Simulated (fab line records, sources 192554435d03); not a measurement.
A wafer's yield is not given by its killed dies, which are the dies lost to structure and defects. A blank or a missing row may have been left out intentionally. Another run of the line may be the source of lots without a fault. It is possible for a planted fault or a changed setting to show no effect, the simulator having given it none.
A struck lot beside a sound one | flow n5_finfet | 19 out of 1938 route steps
Sound: these wafers, L509.1, L509.2, L509.3. Wafers L518.3, L518.5, L518.6 were the ones struck. At the end, the cause is stated.
Order at every step that has rows: each side's tool, ch and its chambers, its first start. Under that, the readings that differ: sound wafers | struck wafers | difference of the means | sigmas: that difference in standard deviations of wafers without a fault.
alike: readings with means less than 2 such deviations apart, plus words and numbers identical on both sides. not compared: withheld readings, readings lacking a value on some wafer, bounds such as >300 that could conceal the same value, and numbers that have no deviation in the record and whose values overlap.
A row with sigmas, a row that says differs or no value, or rows on one side alone: a step with any of these is where the two part. Numbers that don't overlap but have no deviation are shown without sigmas and don't part them. A reading missing from all wafers of one side parts the sides only when that side holds two or more wafers.

first, 1 step without rows for these wafers: N5_SD_EPI_N_EPI_21 (deposits Si:P, time 690 s).
N5_SD_EPI_N_EPI_MEAS_23:
  sound on film_metro-02 at day 4 23:41; struck on film_metro-01 at day 7 04:22
  alike: thk_nm
then, 3 steps without rows for these wafers: N5_SD_EPI_N_PRECLEAN_24 (cleans in O3/DIW, time 60 s); N5_SD_EPI_N_SRD_25 (time 30 s); N5_SD_EPI_N_PRECLEAN_49 (cleans in NF3:NH3, afs cycles 1, time 20 s, sublimation time 60 s).
N5_SD_EPI_N_LINER_46: material SiNx, target thk 3 nm.
  sound on ald_sin-01 ch 0,1,2, day 5 00:10; struck on ald_sin-01 ch 0,2,3, day 7 04:40
  alike: heater_power_w
N5_SD_EPI_N_INSPECT_26: inspects for defects (darkfield).
  sound on defect_inspect-02 at day 5 00:25; struck on defect_inspect-02 at day 7 04:55
  alike: raw_defect_count
then, 5 steps without rows for these wafers: N5_SD_EPI_P_COAT_34 (time 60 s, resist thk 350 nm); N5_SD_EPI_P_COAT_35 (time 60 s, resist thk 35 nm); N5_SD_EPI_P_COAT_03 (resist thk 150 nm); N5_SD_EPI_P_EBR_05; N5_SD_EPI_P_SOFTBAKE_04 (time 60 s).
N5_SD_EPI_P_EXPOSE_06: exposes mask SD P BLK, target cd 240 nm.
  sound on arfi_scanner-02 ch 0, day 5 00:34; struck on arfi_scanner-02 ch 0, day 7 05:04
  reading                          | sound          | struck         | difference | sigmas
  model.SD_EPI_P.overlay_x_nm (nm) | -0.2 -0.2 -0.2 | 60.6 60.6 60.6 | +60.8      |
  alike: mask
then, 2 steps without rows for these wafers: N5_SD_EPI_P_PEB_07 (peb time 60 s); N5_SD_EPI_P_DEVELOP_08 (develop time 30 s).
N5_SD_EPI_P_CD_MEAS_09: the cd target is 240 nm.
  sound on cd_sem-03 ch 0, day 5 00:41; struck on cd_sem-03 ch 0, day 7 05:11
  alike: cd_nm
N5_SD_EPI_P_OVL_MEAS_10:
  sound on overlay-01 ch 0, day 5 00:43; struck on overlay-01 ch 0, day 7 05:13
  reading           | sound        | struck         | difference | sigmas
  SD_P_BLK_OVL (nm) | -0.4 0.2 0.6 | 73.9 73.2 73.1 | +73.3      | +99 or more
N5_SD_EPI_P_INSPECT_11: inspects for defects (macro).
  sound on defect_inspect-01 at day 5 00:45; struck on defect_inspect-01 at day 7 05:14
  alike: raw_defect_count
-- record jumps: 9 days separate the struck wafers' starts on either side; left off in module SD_EPI_P, taken up again in module PASSIVATION, whose first shown step is the route's number 1936 --
N5_PASSIVATION_PROBE_49:
  sound on prober-01 at day 15 02:56; struck on prober-01 at day 16 09:24
  reading             | sound    | struck   | difference | sigmas
  killed_at_front_end | 32 18 39 | 54 63 42 | +23        | +2
  alike: killed_at_M0_to_M3, killed_at_M4_up, killed_at_contacts, killed_at_other, killed_dies, killed_open, killed_short

== WHERE THEY PART ==
First at N5_SD_EPI_P_OVL_MEAS_10; last, within this record, at N5_PASSIVATION_PROBE_49.

WHY: what had been put in by the simulator
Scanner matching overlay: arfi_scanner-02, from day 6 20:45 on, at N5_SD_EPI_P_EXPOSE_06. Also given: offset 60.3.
